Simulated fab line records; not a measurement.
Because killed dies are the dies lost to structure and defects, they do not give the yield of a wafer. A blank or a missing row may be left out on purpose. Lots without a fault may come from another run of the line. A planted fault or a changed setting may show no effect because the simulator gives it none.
fab line records    flow n5-finfet
record lots=6  wafers=18  last-day=17
route steps=1938 shown HKMG_FIN@430 BEOL_M4@1111
lots untouched by any fault: they come from a run of this same line in which no faults occurred
start-h: hours from the record's opening day to when the first of the lot's shown wafers began    wait-h: hours since the lot's step before    " unchanged from the row above    L1.1+2: a single row standing in for several wafers    - no value, or no start given    * or withheld: withheld    < > ~ a bound
route shown NAME@n: names a module that has steps shown in the file, with the first one's number in the route    usual: mean and standard deviation over wafers with no fault    same: alike in all rows    chamber/n: place in a boat    sites: the reading at each site    _std_site: the standard deviation of these    _edge_site: inner sites' mean taken away from outer sites' mean    radius-mm: how far each site lies from the wafer's centre    mask NAME#n: copy n    behind: the most recent tool/chamber to have shaped the wafer    hold: the reason the lot was held/the length of the hold in hours/how it ended    device: the transistor (n, p or np) that didn't switch    end of line: the route-end tests of the same wafers    for a step that has no rows: nothing shown but its recipe    killed: dies that structure and defects cost at the first sort, which is not the same as the wafer's yield    map: dies across one wafer; x = killed, . = not, _ = none there
set.NAME: setting as actually run; set.NAME@STEP: the setting as run at that earlier step    model.NAME: the simulator's own value behind a step, which no gauge read
lots at some steps of the route; a table a step, a row a wafer
services: the hour from which a tool's chamber was out of use, counted from the record's first day as start-h (under 0 if before that day), plus the number of hours and why
## steps
# step N5_HKMG_FIN_CD_MEAS_12
# recipe target-cd-nm=92.8  landing-energy-ev=500  detector=se-inlens
# usual cd-nm=93.0/0.57
# same landing-energy-ev=500
lot.wafer  tool       chamber  start-h  wait-h  cd-nm
L302.3     cd-sem-01  0        80.51    -       92.5
L302.5     "          0        "        "       92.4
L302.6     "          0        "        "       92.6
L306.1     cd-sem-01  0        105.54   -       93.0
L306.2     "          0        "        "       93.9
L306.3     "          0        "        "       92.7
L309.1     cd-sem-03  0        122.04   -       92.7
L309.4     "          0        "        "       93.5
L309.5     "          0        "        "       92.4
L312.3     cd-sem-02  0        141.91   -       93.5
L312.5     "          0        "        "       93.2
L312.6     "          0        "        "       93.0
L315.4     cd-sem-01  0        159.36   -       93.2
L315.5     "          0        "        "       92.8
L315.6     "          0        "        "       93.4
L322.1     cd-sem-01  0        204.44   -       92.0
L322.4     "          0        "        "       92.4
L322.5     "          0        "        "       93.1
# step N5_HKMG_FIN_OVL_MEAS_13
# recipe points-per-wafer=44
# usual NWFM_OVL=0.5/0.72
lot.wafer  tool        chamber  start-h  wait-h  NWFM_OVL[nm]
L302.3     overlay-02  0        80.54    0.0     0.0
L302.5     "           0        "        "       -0.3
L302.6     "           0        "        "       0.4
L306.1     overlay-02  0        105.57   0.0     0.3
L306.2     "           0        "        "       0.7
L306.3     "           0        "        "       1.2
L309.1     overlay-02  0        122.07   0.0     0.0
L309.4     "           0        "        "       0.0
L309.5     "           0        "        "       0.0
L312.3     overlay-01  0        141.94   0.0     -0.2
L312.5     "           0        "        "       0.2
L312.6     "           0        "        "       0.8
L315.4     overlay-01  0        159.39   0.0     2.5
L315.5     "           0        "        "       0.7
L315.6     "           0        "        "       1.4
L322.1     overlay-01  0        204.47   0.0     1.9
L322.4     "           0        "        "       2.0
L322.5     "           0        "        "       2.5
# step N5_HKMG_FIN_INSPECT_14
# recipe mode=adi  inspect-instrument=macro
# usual raw-defect-count=2.1/1.4
lot.wafer  tool               chamber  start-h  wait-h  raw-defect-count
L302.3     defect-inspect-02  -        80.57    0.0     6
L302.5     "                  -        "        "       3
L302.6     "                  -        "        "       1
L306.1     defect-inspect-01  -        105.59   0.0     2
L306.2     "                  -        "        "       4
L306.3     "                  -        "        "       2
L309.1     defect-inspect-02  -        122.09   0.0     1
L309.4     "                  -        "        "       3
L309.5     "                  -        "        "       3
L312.3     defect-inspect-02  -        141.96   0.0     3
L312.5     "                  -        "        "       4
L312.6     "                  -        "        "       0
L315.4     defect-inspect-02  -        159.42   0.0     2
L315.5     "                  -        "        "       1
L315.6     "                  -        "        "       3
L322.1     defect-inspect-02  -        204.49   0.0     2
L322.4     "                  -        "        "       2
L322.5     "                  -        "        "       1
# step N5_HKMG_FIN_DESCUM_17
# recipe chemistry=O2  time-s=7.9  source-power-w=50  bias-power-w=20  pressure-mtorr=20  rf-frequency-hz=2.712e+07  temp-c=40  resist=CAR-ArF  o2-flow-sccm=225
# usual bias-power-w=20.00/0.064  drypump-motor-current-A=5.5/0.45  oes-product-au=0.81/0.095  rf-vpp-V=243.5/1.3  showerhead-plenum-p-Torr=2.12/0.071  throttle-valve-pct=20.57/0.26
lot.wafer  tool         chamber  start-h  wait-h  bias-power-w  drypump-motor-current-A  oes-product-au  rf-hours-counter-h  rf-vpp-V  showerhead-plenum-p-Torr  throttle-valve-pct
L302.3     rie-diel-02  0        80.97    0.4     20.00         5.6                      0.78            141                 242.2     2.11                      20.74
L302.5     "            1        "        "       20.00         5.3                      0.69            -                   240.6     2.05                      20.50
L302.6     "            0        "        "       20.05         5.6                      0.77            -                   242.7     2.11                      20.76
L306.1     rie-diel-01  0        105.63   0.0     20.06         5.9                      0.69            242                 244.6     2.15                      20.62
L306.2     "            3        "        "       19.95         6.2                      0.85            68                  245.0     2.22                      20.83
L306.3     "            3        "        "       19.99         6.2                      0.84            -                   245.3     2.22                      20.81
L309.1     rie-diel-02  2        122.36   0.3     20.16         5.0                      0.73            158                 241.1     2.00                      20.74
L309.4     "            3        "        "       20.08         4.9                      0.75            -                   243.9     2.11                      20.45
L309.5     "            2        "        "       20.01         5.0                      0.73            -                   241.3     2.00                      20.75
L312.3     rie-diel-01  3        142.05   0.1     20.14         6.2                      0.83            82                  245.3     2.22                      20.83
L312.5     "            1        "        "       19.84         6.1                      0.78            -                   243.4     2.02                      20.66
L312.6     "            3        "        "       20.04         6.2                      0.84            -                   243.1     2.21                      20.84
L315.4     rie-diel-04  2        159.45   0.0     20.05         5.6                      0.94            12                  244.4     2.15                      20.68
L315.5     "            3        "        "       20.10         5.4                      0.82            -                   242.9     2.13                      20.58
L315.6     "            0        "        "       20.08         5.5                      0.92            -                   244.2     2.13                      20.51
L322.1     rie-diel-04  0        204.53   0.0     19.93         5.5                      0.90            42                  245.3     2.13                      20.52
L322.4     "            3        "        "       19.87         5.4                      0.81            97                  244.5     2.12                      20.61
L322.5     "            1        "        "       19.97         4.7                      0.68            -                   242.8     2.05                      20.62
# step N5_HKMG_FIN_ETCH_31
# recipe chemistry=CF4  target=SiARC  target-depth-a=455  mask-material=CAR-ArF  time-s=75.8  ion-energy-ev=80  pressure-mtorr=40  source-w=545  bias-w=36  Ar_flow_sccm=100  cf4-flow-sccm=100  ends=cleared
# usual drypump-motor-current-A=5.5/0.45  etch-rf-on-time-s=75.3/1.2  oes-product-au=0.70/0.082  rf-vpp-V=184.3/1.2  showerhead-plenum-p-Torr=2.16/0.063  throttle-valve-pct=15.71/0.26
lot.wafer  tool         chamber  start-h  wait-h  drypump-motor-current-A  etch-rf-on-time-s  oes-product-au  rf-hours-counter-h  rf-vpp-V  showerhead-plenum-p-Torr  throttle-valve-pct
L302.3     rie-diel-02  0        81.01    0.0     5.6                      77.4               0.66            141                 183.2     2.15                      15.86
L302.5     "            1        "        "       5.4                      77.6               0.58            -                   184.8     2.11                      15.81
L302.6     "            0        "        "       5.6                      77.6               0.65            -                   183.3     2.15                      15.87
L306.1     rie-diel-01  0        105.68   0.0     5.9                      76.0               0.59            242                 185.9     2.20                      15.86
L306.2     "            3        "        "       6.2                      74.3               0.73            68                  185.5     2.25                      15.84
L306.3     "            3        "        "       6.2                      75.1               0.73            -                   184.2     2.25                      15.85
L309.1     rie-diel-02  2        122.40   0.0     5.0                      75.1               0.63            158                 182.4     2.05                      15.89
L309.4     "            3        "        "       4.9                      75.6               0.65            -                   184.3     2.15                      15.63
L309.5     "            2        "        "       5.0                      75.6               0.62            -                   181.2     2.05                      15.88
L312.3     rie-diel-01  3        142.08   0.0     6.2                      74.8               0.71            82                  185.5     2.24                      15.87
L312.5     "            1        "        "       6.1                      76.1               0.68            -                   183.2     2.08                      15.84
L312.6     "            3        "        "       6.2                      74.5               0.71            -                   185.2     2.24                      15.88
L315.4     rie-diel-04  2        159.48   0.0     5.7                      75.1               0.80            12                  185.5     2.18                      15.73
L315.5     "            3        "        "       5.4                      74.7               0.71            -                   184.6     2.17                      15.66
L315.6     "            0        "        "       5.5                      74.0               0.78            -                   185.1     2.18                      15.65
L322.1     rie-diel-04  0        204.56   0.0     5.5                      73.1               0.76            42                  183.7     2.18                      15.69
L322.4     "            3        "        "       5.4                      74.0               0.70            97                  184.8     2.16                      15.67
L322.5     "            1        "        "       4.7                      76.4               0.58            -                   182.3     2.12                      15.93
# step N5_HKMG_FIN_ETCH_32
# recipe chemistry=N2/H2  target=SOC  target-depth-a=2400  temp-c=40  time-s=300  ion-energy-ev=200  mask-material=SiARC  pressure-mtorr=30  source-w=840  bias-w=150  n2-flow-sccm=200  h2-flow-sccm=200
# usual drypump-motor-current-A=5.5/0.45  oes-product-au=0.82/0.097  rf-vpp-V=524.6/2.3  showerhead-plenum-p-Torr=2.56/0.084  throttle-valve-pct=17.93/0.3
lot.wafer  tool         chamber  start-h  wait-h  drypump-motor-current-A  oes-product-au  rf-hours-counter-h  rf-vpp-V  showerhead-plenum-p-Torr  throttle-valve-pct
L302.3     rie-diel-02  0        81.06    0.0     5.6                      0.78            141                 524.6     2.53                      17.94
L302.5     "            1        "        "       5.3                      0.68            -                   523.9     2.50                      17.84
L302.6     "            0        "        "       5.6                      0.77            -                   524.9     2.53                      17.93
L306.1     rie-diel-01  0        105.76   0.1     6.0                      0.68            242                 526.8     2.61                      18.00
L306.2     "            3        "        "       6.2                      0.86            68                  527.7     2.69                      18.25
L306.3     "            3        "        "       6.2                      0.85            -                   528.2     2.69                      18.21
L309.1     rie-diel-02  2        122.46   0.0     5.0                      0.73            159                 520.3     2.44                      18.12
L309.4     "            3        "        "       4.9                      0.76            -                   525.2     2.55                      17.90
L309.5     "            2        "        "       5.0                      0.74            -                   520.6     2.44                      18.13
L312.3     rie-diel-01  3        142.14   0.0     6.2                      0.84            82                  527.5     2.68                      18.25
L312.5     "            1        "        "       6.1                      0.79            -                   522.0     2.45                      18.04
L312.6     "            3        "        "       6.2                      0.83            -                   528.0     2.68                      18.26
L315.4     rie-diel-04  2        159.54   0.0     5.7                      0.93            12                  525.8     2.61                      18.16
L315.5     "            3        "        "       5.4                      0.83            -                   524.2     2.57                      17.94
L315.6     "            0        "        "       5.5                      0.93            -                   525.8     2.59                      17.91
L322.1     rie-diel-04  0        204.62   0.0     5.5                      0.89            42                  526.5     2.59                      17.94
L322.4     "            3        "        "       5.4                      0.80            97                  524.8     2.57                      17.97
L322.5     "            1        "        "       4.8                      0.67            -                   523.4     2.49                      17.95
# step N5_HKMG_FIN_STRIP_33
# recipe chemistry=N2/H2  temp-c=40  n2-flow-sccm=200  h2-flow-sccm=200  rf-frequency-hz=6e+07
# step N5_HKMG_FIN_STRIP_34
# recipe chemistry=CF4  resist=SiARC  power-w=300  bias-power-w=75  pressure-mtorr=50  cf4-flow-sccm=150  rf-frequency-hz=6e+07
# usual bias-power-w=75.01/0.22  drypump-motor-current-A=5.5/0.46  oes-product-au=0.80/0.088  rf-vpp-V=271.6/1.5  showerhead-plenum-p-Torr=1.81/0.053  throttle-valve-pct=13.67/0.26
lot.wafer  tool         chamber  start-h  wait-h  bias-power-w  drypump-motor-current-A  oes-product-au  rf-hours-counter-h  rf-vpp-V  showerhead-plenum-p-Torr  throttle-valve-pct
L302.3     rie-diel-02  0        81.25    0.0     74.78         5.6                      0.78            141                 271.0     1.80                      13.81
L302.5     "            1        "        "       75.55         5.4                      0.68            -                   269.8     1.77                      13.81
L302.6     "            0        "        "       74.89         5.6                      0.78            -                   272.7     1.80                      13.81
L306.1     rie-diel-01  0        106.05   0.0     75.22         5.9                      0.68            242                 273.1     1.84                      13.89
L306.2     "            3        "        "       75.17         6.2                      0.84            68                  271.6     1.88                      13.79
L306.3     "            3        "        "       74.96         6.2                      0.84            -                   274.6     1.88                      13.78
L309.1     rie-diel-02  2        122.65   0.0     75.08         5.0                      0.73            159                 268.0     1.72                      13.84
L309.4     "            3        "        "       75.06         4.9                      0.74            -                   271.5     1.80                      13.60
L309.5     "            2        "        "       74.92         5.0                      0.72            -                   270.2     1.72                      13.84
L312.3     rie-diel-01  3        142.33   0.0     74.94         6.2                      0.82            83                  274.2     1.88                      13.80
L312.5     "            1        "        "       75.20         6.1                      0.77            -                   270.3     1.75                      13.80
L312.6     "            3        "        "       75.28         6.2                      0.83            -                   273.7     1.88                      13.84
L315.4     rie-diel-04  2        159.73   0.0     74.95         5.6                      0.92            12                  272.0     1.84                      13.64
L315.5     "            3        "        "       75.01         5.4                      0.81            -                   271.9     1.81                      13.61
L315.6     "            0        "        "       75.00         5.5                      0.89            -                   273.4     1.83                      13.58
L322.1     rie-diel-04  0        204.81   0.0     75.33         5.5                      0.87            42                  271.2     1.82                      13.61
L322.4     "            3        "        "       75.16         5.4                      0.80            97                  271.9     1.81                      13.62
L322.5     "            1        "        "       74.98         4.7                      0.69            -                   270.8     1.78                      13.96
# step N5_HKMG_FIN_ETCH_35
# recipe chemistry=N2/H2  target=SOC  target-depth-a=2158  ion-energy-ev=65  bias-w=5  source-w=3000  time-s=243.4  pressure-mtorr=30  n2-flow-sccm=200  h2-flow-sccm=200
# usual drypump-motor-current-A=5.5/0.45  oes-product-au=0.82/0.096  rf-vpp-V=141.9/1.1  showerhead-plenum-p-Torr=2.56/0.085  throttle-valve-pct=17.94/0.3
lot.wafer  tool         chamber  start-h  wait-h  drypump-motor-current-A  oes-product-au  rf-hours-counter-h  rf-vpp-V  showerhead-plenum-p-Torr  throttle-valve-pct
L302.3     rie-diel-02  0        81.27    0.0     5.7                      0.78            141                 142.6     2.53                      17.93
L302.5     "            1        "        "       5.4                      0.67            -                   139.6     2.50                      17.86
L302.6     "            0        "        "       5.6                      0.78            -                   140.7     2.53                      17.94
L306.1     rie-diel-01  0        106.08   0.0     5.9                      0.69            242                 141.9     2.61                      18.02
L306.2     "            3        "        "       6.2                      0.86            68                  141.1     2.69                      18.25
L306.3     "            3        "        "       6.2                      0.86            -                   143.5     2.69                      18.23
L309.1     rie-diel-02  2        122.67   0.0     5.0                      0.73            159                 141.1     2.44                      18.13
L309.4     "            3        "        "       4.9                      0.75            -                   140.5     2.55                      17.90
L309.5     "            2        "        "       5.0                      0.73            -                   140.2     2.44                      18.11
L312.3     rie-diel-01  3        142.35   0.0     6.2                      0.84            83                  141.9     2.68                      18.26
L312.5     "            1        "        "       6.1                      0.78            -                   140.6     2.45                      18.02
L312.6     "            3        "        "       6.2                      0.83            -                   143.2     2.68                      18.27
L315.4     rie-diel-04  2        159.75   0.0     5.7                      0.93            12                  141.5     2.61                      18.19
L315.5     "            3        "        "       5.4                      0.82            -                   140.7     2.57                      17.95
L315.6     "            0        "        "       5.5                      0.92            -                   141.8     2.59                      17.92
L322.1     rie-diel-04  0        204.83   0.0     5.5                      0.90            43                  142.0     2.59                      17.97
L322.4     "            3        "        "       5.4                      0.81            97                  142.2     2.57                      17.97
L322.5     "            1        "        "       4.8                      0.68            -                   140.5     2.49                      17.95
# step N5_HKMG_FIN_STRIP_92
# recipe chemistry=N2/H2  material=SOC  time-s=20  power-w=500  temp-c=40  pressure-mtorr=50  rf-frequency-hz=6e+07  bias-power-w=8  h2-frac=0.5  n2-flow-sccm=300  h2-flow-sccm=300
# step N5_HKMG_FIN_WET_ETCH_18
# recipe chemistry=SC1  target=TiN  mix=1:1:5  temp-c=*  time-s=55  target-depth-nm=5.2  dry=ipa-marangoni  rinse-time-s=30  rinse-temp-c=23
# step N5_HKMG_FIN_STRIP_19
# recipe chemistry=N2/H2  power-w=2500  temp-c=300  h2-frac=0.65  time-s=360  pressure-mtorr=withheld  n2-flow-sccm=1750  h2-flow-sccm=3250
# step N5_HKMG_FIN_ALD_91
# recipe material=TiN  target-thk-a=10  temp-c=400  ald-precursor-family=TiCl4  ald-co-reactant=NH3  pulse-time-s=1  purge-time-s=3  co-reactant-purge-time-s=2  co-reactant-pulse-time-s=2  ald-cycles=47  pressure-torr=3
# usual co-reactant-pulse-time-s=2/0  heater-power-w=866/89  precursor-pulse-height-rel=1.001/0.018
# same ald-cycles=47  pulse-time-s=1
lot.wafer  tool          chamber  start-h  wait-h  co-reactant-pulse-time-s  heater-power-w  precursor-pulse-height-rel
L302.3     ald-metal-04  1        81.95    0.1     2                         1022            0.989
L302.5     "             2        "        "       2                         770             1.002
L302.6     "             1        "        "       2                         1036            1.019
L306.1     ald-metal-02  3        106.86   0.3     2                         965             0.959
L306.2     "             2        "        "       2                         875             0.999
L306.3     "             0        "        "       2                         858             1.012
L309.1     ald-metal-03  0        123.36   0.3     2                         880             0.983
L309.4     "             3        "        "       2                         765             1.005
L309.5     "             2        "        "       2                         911             0.993
L312.3     ald-metal-03  3        143.03   0.1     2.2668                    765             0.975
L312.5     "             1        "        "       2                         764             1.011
L312.6     "             2        "        "       2.2668                    896             1.002
L315.4     ald-metal-03  3        160.43   0.1     2                         762             0.973
L315.5     "             0        "        "       2                         856             0.996
L315.6     "             3        "        "       2.2668                    767             0.986
L322.1     ald-metal-04  1        205.51   0.3     2                         1051            1.002
L322.4     "             3        "        "       2                         946             1.021
L322.5     "             2        "        "       2                         750             0.991
# step N5_HKMG_FIN_COAT_85
# recipe resist=SOC  temp-c=250  time-s=60  spin-rpm=1500  resist-thk-nm=300
# step N5_BEOL_M4_RC_MEAS_101
# usual DIBL_N=36.4/1.5  DIBL_P=36.4/1.6  IOFF_N=0.164/0.025  IOFF_P=0.214/0.028  ION_N=675/9.9  ION_P=463/6.5  SS_N=71.5/0.5  SS_P=73.3/0.56  VT_N=249.2/2.7  VT_P=-250.1/2.8
lot.wafer  tool       chamber  start-h  wait-h  DIBL_N[mV/V]  DIBL_P[mV/V]  IOFF_N[nA/um]  IOFF_P[nA/um]  ION_N[uA/um]  ION_P[uA/um]  SS_N[mV/dec]  SS_P[mV/dec]  VT_N[mV]  VT_P[mV]
L302.3     prober-01  0        178.24   0.3     39.6          37.6          0.187          0.249          669           464           71.7          74.6          250.1     -248.0
L302.5     "          0        "        "       38.6          36.5          0.166          0.237          676           467           71.9          73.4          250.8     -250.0
L302.6     "          0        "        "       36.4          34.3          0.138          0.211          672           469           71.2          73.3          254.0     -248.7
L306.1     prober-01  0        195.37   0.0     39.4          37.2          0.204          0.238          702           475           72.0          73.7          246.6     -247.6
L306.2     "          0        "        "       37.3          35.1          0.166          0.205          679           461           71.6          73.0          250.2     -251.2
L306.3     "          0        "        "       38.9          35.5          0.195          0.217          683           458           72.0          73.9          246.6     -249.3
L309.1     prober-01  0        213.64   0.0     35.2          37.3          0.144          0.237          664           468           71.5          73.5          250.2     -246.9
L309.4     "          0        "        "       36.0          38.1          0.162          0.242          670           468           71.5          73.6          249.0     -245.3
L309.5     "          0        "        "       34.1          35.8          0.127          0.208          657           460           71.7          73.1          253.1     -248.0
L312.3     prober-01  0        234.86   0.3     34.8          34.8          0.150          0.228          672           463           71.3          72.4          249.8     -246.9
L312.5     "          0        "        "       37.3          37.1          0.208          0.282          698           485           72.0          73.0          243.0     -245.0
L312.6     "          0        "        "       35.2          35.3          0.152          0.231          669           467           71.4          72.8          252.4     -248.2
L315.4     prober-01  0        243.79   0.5     36.9          38.0          0.184          0.230          669           464           72.2          73.2          248.4     -245.9
L315.5     "          0        "        "       37.1          39.4          0.187          0.242          674           466           72.0          73.8          249.5     -247.6
L315.6     "          0        "        "       37.3          39.1          0.186          0.246          681           468           71.6          73.5          248.9     -248.0
L322.1     prober-02  0        291.48   0.0     35.6          35.2          0.155          0.181          667           458           72.2          73.3          249.0     -252.2
L322.4     "          0        "        "       35.3          35.7          0.161          0.185          686           469           71.6          72.5          249.0     -252.1
L322.5     "          0        "        "       33.9          32.8          0.131          0.148          667           453           71.3          72.8          250.3     -256.1
## services
tool          chamber  start-h  hours  kind
ald-metal-04  -        57.57    1.4    repair
rie-diel-02   1        60.43    7.0    repair
rie-diel-01   1        63.32    3.7    repair
rie-diel-04   0        66.23    -      clean
rie-diel-04   0        66.23    -      consumable-replace:esc
rie-diel-04   0        66.23    -      consumable-replace:focus-ring
rie-diel-04   0        66.23    21.5   scheduled-down
rie-diel-04   0        66.23    21.5   vent-cycle
ald-metal-03  1        73.77    9.1    repair
rie-diel-01   2        95.82    -      clean
rie-diel-01   2        95.82    -      consumable-replace:focus-ring
rie-diel-01   2        95.82    -      consumable-replace:showerhead
rie-diel-01   2        95.82    15.9   scheduled-down
rie-diel-01   2        95.82    15.9   vent-cycle
rie-diel-01   1        105.60   1.4    repair
rie-diel-04   2        110.93   -      clean
rie-diel-04   2        110.93   -      consumable-replace:focus-ring
rie-diel-04   2        110.93   15.2   scheduled-down
rie-diel-04   2        110.93   15.2   vent-cycle
rie-diel-02   1        119.95   -      clean
rie-diel-04   1        120.61   9.8    repair
ald-metal-04  0        124.71   31.1   repair
rie-diel-02   0        180.49   4.4    repair
ald-metal-03  0        184.81   18.2   repair
## key
first-sign step=N5_HKMG_FIN_ALD_91  reading=co-reactant-pulse-time-s  direction=up  sigmas=99+  usual=*  struck=*
effect none on later readings
met-at N5_HKMG_FIN_ALD_91
struck-wafers L312.3,L312.6,L315.6
onset-between 123.36 143.03
fault kind=process-parameter-drift  tool=ald-metal-03  chamber=-  onset-h=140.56  steps=N5_HKMG_FIN_ALD_91  channel=co-reactant-pulse-time-s  offset=*  shape=step  end-h=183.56  scope=struck-wafers-only  acts-in=*  stated=*
